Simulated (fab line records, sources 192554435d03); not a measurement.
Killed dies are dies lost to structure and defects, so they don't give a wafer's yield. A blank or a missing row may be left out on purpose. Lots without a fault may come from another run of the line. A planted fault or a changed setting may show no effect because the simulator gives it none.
Which tool did it? | flow n5_finfet | 15 lots, 44 wafers sampled, at 5 steps of a route of 1938

WHAT THE GAUGES READ, wafer by wafer
N5_BEOL_M10_OVL_MEAS_12. Usual: M10_OVL -0.4 nm, standard deviation 0.71.
lot  | measured     | on         | M10_OVL (nm)   | flag
L571 | day 10 14:39 | overlay-01 | -0.3 -2.1 -1.1 |
L572 | day 11 01:57 | overlay-01 | 0.8 -0.6 -0.9  |
L573 | day 11 06:31 | overlay-01 | 0.7 -0.7 0.6   |
L574 | day 11 12:38 | overlay-02 | -1.5 -1.5 -1.6 |
L577 | day 12 03:41 | overlay-01 | -1.6 -0.8 -1.0 |
L580 | day 12 05:47 | overlay-01 | -0.7 -0.6 0.5  |
L579 | day 12 08:43 | overlay-02 | 0.0 -1.8 -1.2  |
L581 | day 12 15:59 | overlay-02 | -0.9 -0.6 -1.3 |
L582 | day 12 21:59 | overlay-01 | -1.2 -0.4      |
L584 | day 13 20:16 | overlay-02 | -1.3 -1.5 -1.5 |
L585 | day 14 06:58 | overlay-01 | -0.4 0.0 -1.0  |
L588 | day 14 12:12 | overlay-01 | -1.0 0.1 -0.4  |
L587 | day 14 16:13 | overlay-01 | 1.1 -0.3 -0.3  |
L589 | day 15 11:56 | overlay-02 | -0.1 -0.3 0.3  |
L592 | day 16 06:59 | overlay-02 | 0.0 -0.4 -0.6  |

N5_BEOL_M10_CD_MEAS_18: pitch 140 nm, target cd 70 nm. Usual: cd_nm 69.8 nm, standard deviation 0.69.
lot  | measured     | on        | cd_nm (nm)     | flag
L571 | day 10 15:10 | cd_sem-02 | 70.9 70.5 70.0 |
L572 | day 11 02:33 | cd_sem-01 | 69.7 70.6 69.8 |
L573 | day 11 08:03 | cd_sem-02 | 71.6 70.8 70.8 |
L574 | day 11 13:35 | cd_sem-01 | 70.6 71.2 70.0 |
L577 | day 12 04:21 | cd_sem-02 | 69.6 70.1 69.9 |
L580 | day 12 06:17 | cd_sem-02 | 70.2 69.1 69.7 |
L579 | day 12 09:18 | cd_sem-02 | 69.1 70.0 70.1 |
L581 | day 12 16:31 | cd_sem-01 | 69.7 69.9 69.7 |
L582 | day 12 23:02 | cd_sem-02 | 68.7 69.9      |
L584 | day 13 21:09 | cd_sem-02 | 70.3 70.0 69.9 |
L585 | day 14 07:29 | cd_sem-03 | - - -          | OFF
L588 | day 14 12:44 | cd_sem-03 | - - -          | OFF
L587 | day 14 16:59 | cd_sem-03 | - - -          | OFF
L589 | day 15 12:32 | cd_sem-01 | 69.9 69.1 69.5 |
L592 | day 16 07:29 | cd_sem-03 | 69.8 69.2 68.3 |

WHICH TOOL RAN EACH LOT (tool, then ch and the chambers of the sampled wafers, then the start)
lot  | N5_BEOL_M9_CMP_52             | N5_BEOL_M10_ILD_DEP_00          | N5_BEOL_M10_HM_OPEN_17
L571 | cmp-01 ch 0,3, day 10 12:20   | pecvd-01 ch 0,1, day 10 12:52   | rie_metal-03 ch 0,1, day 10 14:59
L572 | cmp-03 ch 0,1,3, day 11 00:11 | pecvd-04 ch 1,2, day 11 00:38   | rie_metal-02 ch 0, day 11 02:17
L573 | cmp-01 ch 1,2,3, day 11 04:51 | pecvd-01 ch 0,1, day 11 05:18   | rie_metal-03 ch 0,1, day 11 07:49
L574 | cmp-01 ch 0,1,3, day 11 10:39 | pecvd-04 ch 0,1,2, day 11 11:04 | rie_metal-02 ch 0,1, day 11 13:24
L577 | cmp-01 ch 0,1, day 12 00:23   | pecvd-04 ch 0,2, day 12 00:53   | rie_metal-03 ch 0,1, day 12 04:02
L580 | cmp-04 ch 0,1,3, day 12 03:31 | pecvd-04 ch 1,2, day 12 03:56   | rie_metal-01 ch 0,1, day 12 06:07
L579 | cmp-01 ch 1,2, day 12 05:58   | pecvd-01 ch 0,2, day 12 06:28   | rie_metal-02 ch 1, day 12 09:03
L581 | cmp-01 ch 0,1,2, day 12 13:47 | pecvd-01 ch 0,1,2, day 12 14:14 | rie_metal-01 ch 0,1, day 12 16:19
L582 | cmp-04 ch 0,3, day 12 19:45   | pecvd-04 ch 1,2, day 12 20:07   | rie_metal-03 ch 0,1, day 12 22:50
L584 | cmp-01 ch 0,2,3, day 13 16:47 | pecvd-01 ch 0,1,2, day 13 17:12 | rie_metal-02 ch 0,1, day 13 20:58
L585 | cmp-03 ch 1,2,3, day 14 04:46 | pecvd-01 ch 0,2, day 14 05:16   | rie_metal-03 ch 0, day 14 07:18
L588 | cmp-04 ch 0,2,3, day 14 07:08 | pecvd-04 ch 0,1, day 14 07:34   | rie_metal-01 ch 0,1, day 14 12:35
L587 | cmp-03 ch 1,2,3, day 14 14:22 | pecvd-04 ch 0,1, day 14 14:52   | rie_metal-02 ch 0,1, day 14 16:47
L589 | cmp-04 ch 0,3, day 15 08:35   | pecvd-04 ch 1,2, day 15 09:06   | rie_metal-01 ch 0,1, day 15 12:19
L592 | cmp-03 ch 0,3, day 16 04:32   | pecvd-04 ch 1,2, day 16 04:59   | rie_metal-03 ch 0,1, day 16 07:19
- N5_BEOL_M9_CMP_52: polishes, stops on SiCOH lowk, t overpolish 7 s, target thk 140 nm.
- N5_BEOL_M10_ILD_DEP_00: deposits SiCOH lowk from DEMS/porogen, target thk 308.51 nm, time 58 s.
- N5_BEOL_M10_HM_OPEN_17: chemistry Cl2/BCl3, target TiN, target depth 20 nm, overetch 6 nm.

WHAT THE TOOLS THEMSELVES READ (means of the sampled wafers that have a number; where no wafer has one, the mark that the record gives instead)
N5_BEOL_M9_CMP_52. Usual: barrier_field_endpoint_s 28.6 s, standard deviation 0.65; motor_current_A 5.9 A, standard deviation 0.55; overpolish_run_s 7.000 s, standard deviation 0.009; time_to_endpoint_s 64.9 s, standard deviation 2.9.
lot  | tool   | barrier_field_endpoint_s (s) | motor_current_A (A) | overpolish_run_s (s) | time_to_endpoint_s (s) | flag
L571 | cmp-01 | 28.2                         | 5.8                 | 7.000                | 63.4                   |
L572 | cmp-03 | 28.7                         | 6.1                 | 6.988                | 64.3                   |
L573 | cmp-01 | 28.2                         | 6.0                 | 7.003                | 64.8                   |
L574 | cmp-01 | 29.4                         | 6.0                 | 7.002                | 67.4                   |
L577 | cmp-01 | 29.1                         | 5.9                 | 6.994                | 68.0                   |
L580 | cmp-04 | 28.4                         | 6.0                 | 7.000                | 62.8                   |
L579 | cmp-01 | 28.2                         | 6.3                 | 7.000                | 65.1                   |
L581 | cmp-01 | 28.1                         | 6.1                 | 6.999                | 65.1                   |
L582 | cmp-04 | 28.2                         | 6.3                 | 7.001                | 63.8                   |
L584 | cmp-01 | 28.6                         | 5.6                 | 6.997                | 63.2                   |
L585 | cmp-03 | 28.8                         | 5.6                 | 6.999                | 63.1                   |
L588 | cmp-04 | 28.2                         | 5.9                 | 7.003                | 65.1                   |
L587 | cmp-03 | 29.3                         | 5.5                 | 6.997                | 66.9                   |
L589 | cmp-04 | 28.6                         | 6.4                 | 6.995                | 63.0                   |
L592 | cmp-03 | 28.1                         | 5.9                 | 6.995                | 61.6                   |

N5_BEOL_M10_ILD_DEP_00. Usual: heater_power_w 309 W, standard deviation 40; rf_fwd_power_W 495.4 W, standard deviation 1.7; showerhead_plenum_p_Torr 5.733 Torr, standard deviation 0.014; throttle_valve_pct 14.0 %, standard deviation 1.
lot  | tool     | heater_power_w (W) | rf_fwd_power_W (W) | showerhead_plenum_p_Torr (Torr) | throttle_valve_pct (%) | flag
L571 | pecvd-01 | 316                | 495.5              | 5.727                           | 15.3                   |
L572 | pecvd-04 | 319                | 495.3              | 5.732                           | 13.1                   |
L573 | pecvd-01 | 293                | 494.6              | 5.726                           | 15.3                   |
L574 | pecvd-04 | 302                | 495.3              | 5.731                           | 13.5                   |
L577 | pecvd-04 | 302                | 493.0              | 5.733                           | 13.9                   |
L580 | pecvd-04 | 298                | 497.0              | 5.729                           | 13.3                   |
L579 | pecvd-01 | 287                | 494.6              | 5.737                           | 13.8                   |
L581 | pecvd-01 | 333                | 494.0              | 5.744                           | 14.5                   |
L582 | pecvd-04 | 288                | 496.6              | 5.724                           | 13.2                   |
L584 | pecvd-01 | 317                | 493.8              | 5.736                           | 14.5                   |
L585 | pecvd-01 | 314                | 493.1              | 5.756                           | 13.8                   |
L588 | pecvd-04 | 306                | 495.9              | 5.737                           | 14.4                   |
L587 | pecvd-04 | 336                | 496.2              | 5.728                           | 13.9                   |
L589 | pecvd-04 | 314                | 496.0              | 5.728                           | 13.6                   |
L592 | pecvd-04 | 280                | 496.8              | 5.734                           | 13.1                   |

N5_BEOL_M10_HM_OPEN_17. Usual: bcl3_flow_sccm 21.74 sccm, standard deviation 0.065; bias_w 125.9 W, standard deviation 0.39; chamber_pressure_mTorr 9.999 mTorr, standard deviation 0.0093; drypump_motor_current_A 5.8 A, standard deviation 0.4; oes_product_au 0.64 a.u., standard deviation 0.058; rf_fwd_power_W 993 W, standard deviation 3.1; throttle_valve_pct 22.23 %, standard deviation 0.27.
lot  | tool         | bcl3_flow_sccm (sccm) | bias_w (W) | chamber_pressure_mTorr (mTorr) | drypump_motor_current_A (A) | oes_product_au (a.u.) | rf_fwd_power_W (W) | throttle_valve_pct (%) | flag
L571 | rie_metal-03 | 21.77                 | 125.7      | 10.003                         | 6.2                         | 0.69                  | 992                | 22.11                  |
L572 | rie_metal-02 | 21.72                 | 125.6      | 10.003                         | 5.6                         | 0.66                  | 994                | 22.36                  |
L573 | rie_metal-03 | 21.80                 | 125.8      | 9.996                          | 6.1                         | 0.68                  | 991                | 22.11                  |
L574 | rie_metal-02 | 21.81                 | 125.5      | 9.995                          | 5.5                         | 0.64                  | 994                | 22.28                  |
L577 | rie_metal-03 | 21.69                 | 126.3      | 10.009                         | 6.4                         | 0.69                  | 992                | 22.14                  |
L580 | rie_metal-01 | 21.71                 | 126.0      | 10.003                         | 6.0                         | 0.60                  | 996                | 22.48                  |
L579 | rie_metal-02 | 21.70                 | 125.9      | 10.004                         | 5.4                         | 0.58                  | 992                | 22.12                  |
L581 | rie_metal-01 | 21.83                 | 125.8      | 9.990                          | 5.8                         | 0.65                  | 993                | 22.19                  |
L582 | rie_metal-03 | 21.79                 | 125.5      | 9.995                          | 6.3                         | 0.69                  | 991                | 22.12                  |
L584 | rie_metal-02 | 21.78                 | 126.1      | 10.000                         | 5.5                         | 0.59                  | 991                | 22.24                  |
L585 | rie_metal-03 | -                     | -          | -                              | -                           | -                     | -                  | -                      | OFF
L588 | rie_metal-01 | -                     | -          | -                              | -                           | -                     | -                  | -                      | OFF
L587 | rie_metal-02 | -                     | -          | -                              | -                           | -                     | -                  | -                      | OFF
L589 | rie_metal-01 | 21.77                 | 126.2      | 10.009                         | 5.8                         | 0.63                  | 995                | 22.21                  |
L592 | rie_metal-03 | 21.73                 | 126.4      | 10.000                         | 6.4                         | 0.67                  | 991                | 22.17                  |

THE ANSWER, worked out from the rows above alone
Rule: a lot is off if the mean of its wafers that have a number lies more than 3 standard deviations from the usual mean. A lot without any number at a reading at which 4 lots or more have one is off too. The other lots that the step has rows for count as sound. The gauges are gone through in route order, then the tools' own readings, and for those a lot's mean is taken as printed above. The first step at which some lot is off is used, and at that step the reading that is off furthest; a lot without a number counts as furthest.
Off: L585, L588, L587, at N5_BEOL_M10_CD_MEAS_18 (cd_nm). Without a number there: L585, L588, L587.
A tool fits if, at a process step before that reading, it ran every lot that is off, and no sound lot after the first of them. The gauges at N5_BEOL_M10_CD_MEAS_18 aren't tried: what is off there is off at N5_BEOL_M10_HM_OPEN_17 too, on other tools, and a gauge's error can't cause that. None of those tried fits.

WHAT THE SIMULATOR HAD PUT IN
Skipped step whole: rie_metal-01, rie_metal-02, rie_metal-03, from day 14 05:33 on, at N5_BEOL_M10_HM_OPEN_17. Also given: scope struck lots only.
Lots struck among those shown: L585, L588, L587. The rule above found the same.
